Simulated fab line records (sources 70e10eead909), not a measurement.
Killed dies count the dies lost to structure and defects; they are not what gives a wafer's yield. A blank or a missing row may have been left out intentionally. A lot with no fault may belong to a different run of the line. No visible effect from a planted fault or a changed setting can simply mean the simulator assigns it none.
Chamber matching -- flow nand-harc -- NHARC_A_WL_FILL_ALD_10 on ald-hk-04 has 4 sister chambers
The step deposits SiO2, target thk 50 nm, pulse time 10 s, ald cycles 500. 8 wafers are shown with their chamber, then 10 later ones without.

## WAFERS PAIRED WITH THEIR CHAMBERS
wafer,chamber,heater-power-w (W),precursor-pulse-height-rel
L086.1,3,408,1.016
L086.2,2,495,0.961
L086.4,1,358,0.993
L088.2,0,440,0.985
L088.3,1,368,1.000
L088.4,3,406,0.976
L090.1,2,491,0.981
L090.5,0,457,0.978

## WAFERS WITHOUT THEIR CHAMBER
wafer,heater-power-w (W),precursor-pulse-height-rel
L090.6,403,0.982
L092.1,468,1.008
L092.2,365,1.010
L092.5,478,0.977
L094.4,454,1.006
L094.2,403,1.021
L094.3,479,0.985
L097.3,421,0.973
L097.5,410,1.030
L097.6,452,0.988

## THE CHAMBER EACH PASSED THROUGH
wafer,from the rows above,in truth
L090.6,3,3
L092.1,can't be placed: 0 or 2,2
L092.2,1,1
L092.5,2,2
L094.4,0,0
L094.2,3,3
L094.3,2,2
L097.3,can't be placed: 3 or 0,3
L097.5,3,3
L097.6,0,0
Correct placement for 8 of the 10. Unplaceable from these rows: 2, with the true chamber sitting among the candidates in 2. Placed wrongly: 0.
How it was worked out, from the rows above alone: a wafer's distance from a chamber is the root of the sum, over the readings, of the square of ((its reading less the chamber's mean) divided by the reading's scatter). If the next closest chamber is less than 2 further off than the closest, the wafer can't be placed; otherwise it belongs to the closest. A chamber's mean is the mean of its shown wafers. The scatter: take each reading less its chamber's mean, square it, sum over the shown wafers, divide by the number of wafers less the number of chambers, and take the root.
